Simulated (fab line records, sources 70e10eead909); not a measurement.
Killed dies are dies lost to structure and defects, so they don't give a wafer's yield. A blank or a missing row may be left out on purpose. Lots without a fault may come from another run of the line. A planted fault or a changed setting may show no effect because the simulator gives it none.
Which tool did it? | flow nand_harc | 24 lots, 72 wafers sampled, at 6 steps of a route of 1302

WHAT THE GAUGES READ, wafer by wafer
NHARC_A_CONTACT_CD_MEAS_69: target cd 300 nm. Usual: cd_nm 300.0 nm, standard deviation 0.42.
lot  | measured     | on        | cd_nm (nm)        | flag
L075 | day 22 09:05 | cd_sem-03 | 300.8 301.1 301.0 |
L074 | day 22 12:05 | cd_sem-01 | 300.1 299.9 299.4 |
L076 | day 22 17:16 | cd_sem-01 | 300.0 300.6 299.9 |
L077 | day 22 23:28 | cd_sem-02 | 300.3 300.8 299.7 |
L079 | day 23 13:13 | cd_sem-03 | 300.1 300.0 300.3 |
L078 | day 23 13:59 | cd_sem-03 | 299.4 299.7 299.7 |
L080 | day 24 14:41 | cd_sem-01 | 300.0 299.9 299.6 |
L082 | day 26 01:32 | cd_sem-01 | 300.2 300.3 299.8 |
L081 | day 26 02:38 | cd_sem-01 | 300.6 300.3 300.2 |
L083 | day 26 05:07 | cd_sem-03 | 299.2 299.9 300.1 |
L084 | day 26 06:43 | cd_sem-02 | 300.1 300.1 299.7 |
L085 | day 27 05:02 | cd_sem-01 | 299.9 299.7 299.6 |
L086 | day 27 05:17 | cd_sem-02 | 300.1 300.1 300.3 |
L088 | day 27 22:10 | cd_sem-01 | 299.5 299.6 300.1 |
L089 | day 28 00:08 | cd_sem-01 | 299.6 299.9 299.5 |
L087 | day 28 04:24 | cd_sem-03 | 299.7 299.9 299.7 |
L090 | day 29 11:29 | cd_sem-03 | 299.9 300.6 300.0 |
L091 | day 29 16:22 | cd_sem-03 | 299.8 299.9 299.7 |
L092 | day 29 20:27 | cd_sem-03 | 299.5 299.4 299.7 |
L093 | day 31 01:52 | cd_sem-02 | 300.3 299.9 300.0 |
L094 | day 31 02:41 | cd_sem-03 | 299.2 299.7 299.3 |
L095 | day 31 03:38 | cd_sem-03 | 300.5 300.8 300.5 |
L096 | day 31 17:19 | cd_sem-03 | 300.4 300.8 300.0 |
L097 | day 31 18:04 | cd_sem-02 | 300.1 299.9 300.1 |

NHARC_A_CONTACT_CD_MEAS_80. Usual: cd_nm 289.6 nm, standard deviation 0.87.
lot  | measured     | on        | cd_nm (nm)        | flag
L075 | day 22 13:31 | cd_sem-03 | 290.1 290.5 289.9 |
L074 | day 22 16:26 | cd_sem-02 | 290.9 290.4 290.7 |
L076 | day 22 21:36 | cd_sem-03 | 289.6 288.7 288.8 |
L077 | day 23 03:47 | cd_sem-02 | 289.9 290.2 289.7 |
L079 | day 23 17:35 | cd_sem-03 | 288.2 288.0 288.1 |
L078 | day 23 19:02 | cd_sem-02 | 290.4 289.6 289.7 |
L080 | day 24 19:02 | cd_sem-02 | 288.8 288.7 288.3 |
L082 | day 26 05:57 | cd_sem-03 | 288.2 288.0 287.6 |
L081 | day 26 07:29 | cd_sem-03 | 288.8 288.9 289.1 |
L083 | day 26 09:28 | cd_sem-01 | 290.2 290.4 290.6 |
L084 | day 26 11:26 | cd_sem-02 | 289.5 288.6 289.3 |
L085 | day 27 09:29 | cd_sem-03 | 290.4 290.3 289.8 |
L086 | day 27 09:39 | cd_sem-02 | 289.1 289.9 289.2 |
L088 | day 28 02:49 | cd_sem-03 | 290.2 291.5 290.3 |
L089 | day 28 04:29 | cd_sem-02 | 289.0 287.8 287.8 |
L087 | day 28 10:20 | cd_sem-01 | 290.6 290.3 290.5 |
L090 | day 29 15:50 | cd_sem-03 | 289.9 289.7 290.2 |
L091 | day 29 20:41 | cd_sem-01 | 290.5 290.5 290.4 |
L092 | day 30 00:57 | cd_sem-01 | 291.4 290.5 290.6 |
L093 | day 31 06:13 | cd_sem-02 | 289.2 289.6 289.6 |
L094 | day 31 07:02 | cd_sem-03 | 290.6 290.2 290.3 |
L095 | day 31 08:01 | cd_sem-01 | 290.2 290.0 290.2 |
L096 | day 31 21:40 | cd_sem-01 | 289.5 289.9 290.0 |
L097 | day 31 22:26 | cd_sem-01 | 289.8 289.9 289.7 |

WHICH TOOL RAN EACH LOT (tool, then ch and the chambers of the sampled wafers, then the start)
lot  | NHARC_A_CONTACT_ETCH_116             | NHARC_A_CONTACT_ETCH_122             | NHARC_A_CONTACT_ETCH_128             | NHARC_A_CONTACT_ETCH_91
L075 | har_cap_etch-02 ch 0,1, day 22 00:27 | har_cap_etch-02 ch 0,1, day 22 01:28 | har_cap_etch-01 ch 0,1, day 22 11:38 | rie_diel-07 ch 0,2,3, day 22 13:18
L074 | har_cap_etch-03 ch 0,1, day 22 01:10 | har_cap_etch-03 ch 0,1, day 22 02:11 | har_cap_etch-03 ch 0,1, day 22 14:37 | rie_diel-04 ch 1,3, day 22 16:13
L076 | har_cap_etch-02 ch 0, day 22 07:39   | har_cap_etch-02 ch 0, day 22 08:40   | har_cap_etch-03 ch 0,1, day 22 19:45 | rie_diel-09 ch 1,3, day 22 21:24
L077 | har_cap_etch-02 ch 1, day 22 16:07   | har_cap_etch-02 ch 1, day 22 17:08   | har_cap_etch-01 ch 0,1, day 23 01:54 | rie_diel-09 ch 0,1,3, day 23 03:35
L079 | har_cap_etch-03 ch 1, day 23 06:01   | har_cap_etch-03 ch 1, day 23 07:03   | har_cap_etch-01 ch 0,1, day 23 15:42 | rie_diel-09 ch 0,2,3, day 23 17:22
L078 | har_cap_etch-02 ch 0,1, day 23 06:40 | har_cap_etch-02 ch 0,1, day 23 07:41 | har_cap_etch-02 ch 0,1, day 23 16:44 | rie_diel-09 ch 1,2,3, day 23 18:49
L080 | har_cap_etch-02 ch 0,1, day 24 07:25 | har_cap_etch-02 ch 0,1, day 24 08:26 | har_cap_etch-03 ch 0,1, day 24 17:12 | rie_diel-09 ch 1,2,3, day 24 18:49
L082 | har_cap_etch-02 ch 0,1, day 25 13:48 | har_cap_etch-02 ch 0,1, day 25 14:50 | har_cap_etch-03 ch 0,1, day 26 04:01 | rie_diel-07 ch 1,2, day 26 05:42
L081 | har_cap_etch-03 ch 0,1, day 25 13:58 | har_cap_etch-03 ch 0,1, day 25 14:59 | har_cap_etch-01 ch 0,1, day 26 05:35 | rie_diel-09 ch 0,1,3, day 26 07:18
L083 | har_cap_etch-01 ch 0,1, day 25 18:34 | har_cap_etch-01 ch 0,1, day 25 19:35 | har_cap_etch-02 ch 0,1, day 26 07:35 | rie_diel-09 ch 0,1,3, day 26 09:17
L084 | har_cap_etch-02 ch 0,1, day 25 21:17 | har_cap_etch-02 ch 0,1, day 25 22:19 | har_cap_etch-03 ch 0,1, day 26 09:34 | rie_diel-09 ch 0,2, day 26 11:13
L085 | har_cap_etch-02 ch 0,1, day 26 16:44 | har_cap_etch-02 ch 0,1, day 26 17:46 | har_cap_etch-03 ch 0,1, day 27 07:36 | rie_diel-09 ch 0,2,3, day 27 09:17
L086 | har_cap_etch-03 ch 0,1, day 26 17:41 | har_cap_etch-03 ch 0,1, day 26 18:43 | har_cap_etch-02 ch 0, day 27 07:46   | rie_diel-07 ch 1,2,3, day 27 09:26
L088 | har_cap_etch-01 ch 0,1, day 27 14:17 | har_cap_etch-01 ch 0,1, day 27 15:19 | har_cap_etch-03 ch 0,1, day 28 00:55 | rie_diel-09 ch 1,2,3, day 28 02:35
L089 | har_cap_etch-03 ch 0,1, day 27 16:26 | har_cap_etch-03 ch 0,1, day 27 17:44 | har_cap_etch-01 ch 0,1, day 28 02:35 | rie_diel-09 ch 0,1,2, day 28 04:16
L087 | har_cap_etch-02 ch 0,1, day 27 20:19 | har_cap_etch-02 ch 0,1, day 27 21:41 | har_cap_etch-02 ch 0,1, day 28 08:02 | rie_diel-04 ch 1,2, day 28 10:07
L090 | har_cap_etch-02 ch 0,1, day 28 22:27 | har_cap_etch-02 ch 0,1, day 29 00:16 | har_cap_etch-02 ch 0,1, day 29 13:59 | rie_diel-09 ch 0,2,3, day 29 15:37
L091 | har_cap_etch-01 ch 0, day 29 07:20   | har_cap_etch-01 ch 0, day 29 08:21   | har_cap_etch-01 ch 1, day 29 18:50   | rie_diel-04 ch 0,2,3, day 29 20:28
L092 | har_cap_etch-03 ch 0, day 29 07:41   | har_cap_etch-03 ch 0, day 29 08:41   | har_cap_etch-02 ch 0,1, day 29 23:05 | rie_diel-04 ch 0,2,3, day 30 00:44
L093 | har_cap_etch-02 ch 0,1, day 30 17:51 | har_cap_etch-02 ch 0,1, day 30 18:53 | har_cap_etch-02 ch 0,1, day 31 04:20 | rie_diel-09 ch 0,3, day 31 06:01
L094 | har_cap_etch-01 ch 0,1, day 30 17:58 | har_cap_etch-01 ch 0,1, day 30 18:59 | har_cap_etch-01 ch 0,1, day 31 05:10 | rie_diel-09 ch 0,2,3, day 31 06:49
L095 | har_cap_etch-03 ch 1, day 30 19:28   | har_cap_etch-03 ch 1, day 30 20:29   | har_cap_etch-03 ch 0, day 31 06:07   | rie_diel-07 ch 0,1,2, day 31 07:48
L096 | har_cap_etch-02 ch 0,1, day 31 09:55 | har_cap_etch-02 ch 0,1, day 31 10:57 | har_cap_etch-01 ch 0,1, day 31 19:49 | rie_diel-09 ch 0,1,2, day 31 21:29
L097 | har_cap_etch-01 ch 0,1, day 31 10:48 | har_cap_etch-01 ch 0,1, day 31 11:50 | har_cap_etch-02 ch 0,1, day 31 20:34 | rie_diel-09 ch 0,1,3, day 31 22:13
- NHARC_A_CONTACT_ETCH_116: etches the open film in C4F8/O2/Ar, time 190 s, target depth 1850 nm.
- NHARC_A_CONTACT_ETCH_122: etches the open film in C4F8/O2/Ar, time 190 s, target depth 1850 nm.
- NHARC_A_CONTACT_ETCH_128: etches the open film in C4F8/O2/Ar, time 197 s, target depth 1918 nm.
- NHARC_A_CONTACT_ETCH_91: etches the open film in CH3F/O2, target depth 40 nm, time 85.7 s.

WHAT THE TOOLS THEMSELVES READ (means of the sampled wafers that have a number; where no wafer has one, the mark that the record gives instead)
NHARC_A_CONTACT_ETCH_91. Usual: drypump_motor_current_A 6.0 A, standard deviation 0.39; oes_product_au 0.942 a.u., standard deviation 0.028; rf_vpp_V 243.7 V, standard deviation 1.7; showerhead_plenum_p_Torr 2.42 Torr, standard deviation 0.1; throttle_valve_pct 20.662 %, standard deviation 0.009.
lot  | tool        | drypump_motor_current_A (A) | oes_product_au (a.u.) | rf_vpp_V (V) | showerhead_plenum_p_Torr (Torr) | throttle_valve_pct (%) | flag
L075 | rie_diel-07 | 5.9                         | 0.995                 | 244.5        | 2.44                            | 20.671                 |
L074 | rie_diel-04 | 6.2                         | 0.948                 | 243.3        | 2.43                            | 20.666                 |
L076 | rie_diel-09 | 6.1                         | 0.933                 | 245.8        | 2.53                            | 20.666                 |
L077 | rie_diel-09 | 6.0                         | 0.925                 | 244.4        | 2.44                            | 20.665                 |
L079 | rie_diel-09 | 5.8                         | 0.935                 | 242.8        | 2.42                            | 20.666                 |
L078 | rie_diel-09 | 6.0                         | 0.933                 | 243.9        | 2.43                            | 20.667                 |
L080 | rie_diel-09 | 6.1                         | 0.955                 | 244.2        | 2.43                            | 20.660                 |
L082 | rie_diel-07 | 6.4                         | 0.935                 | 244.6        | 2.50                            | 20.673                 |
L081 | rie_diel-09 | 6.0                         | 0.979                 | 244.9        | 2.44                            | 20.660                 |
L083 | rie_diel-09 | 6.0                         | 0.929                 | 243.9        | 2.44                            | 20.665                 |
L084 | rie_diel-09 | 5.7                         | 0.924                 | 242.4        | 2.33                            | 20.652                 |
L085 | rie_diel-09 | 5.8                         | 0.927                 | 243.4        | 2.41                            | 20.665                 |
L086 | rie_diel-07 | 5.9                         | 0.932                 | 244.0        | 2.47                            | 20.667                 |
L088 | rie_diel-09 | 6.1                         | 0.924                 | 243.9        | 2.43                            | 20.655                 |
L089 | rie_diel-09 | 6.0                         | 0.919                 | 242.0        | 2.35                            | 20.664                 |
L087 | rie_diel-04 | 6.6                         | 0.930                 | 244.1        | 2.45                            | 20.669                 |
L090 | rie_diel-09 | 5.8                         | 0.949                 | 242.6        | 2.41                            | 20.665                 |
L091 | rie_diel-04 | 6.1                         | 0.921                 | 243.2        | 2.45                            | 20.670                 |
L092 | rie_diel-04 | 6.1                         | 0.926                 | 245.2        | 2.45                            | 20.657                 |
L093 | rie_diel-09 | 5.8                         | 0.918                 | 244.6        | 2.50                            | 20.666                 |
L094 | rie_diel-09 | 5.8                         | 1.000                 | 243.3        | 2.41                            | 20.662                 |
L095 | rie_diel-07 | 6.2                         | 0.955                 | 245.4        | 2.49                            | 20.655                 |
L096 | rie_diel-09 | 6.0                         | 0.930                 | 242.0        | 2.34                            | 20.654                 |
L097 | rie_diel-09 | 5.9                         | 1.004                 | 244.1        | 2.43                            | 20.656                 |

THE ANSWER, worked out from the rows above alone
Rule: a lot is off if the mean of its wafers that have a number lies more than 3 standard deviations from the usual mean. A lot without any number at a reading at which 4 lots or more have one is off too. The other lots that the step has rows for count as sound. The gauges are gone through in route order, then the tools' own readings, and for those a lot's mean is taken as printed above. The first step at which some lot is off is used, and at that step the reading that is off furthest; a lot without a number counts as furthest.
No lot is off at any reading shown: from this, nothing can be told.

WHAT THE SIMULATOR HAD PUT IN
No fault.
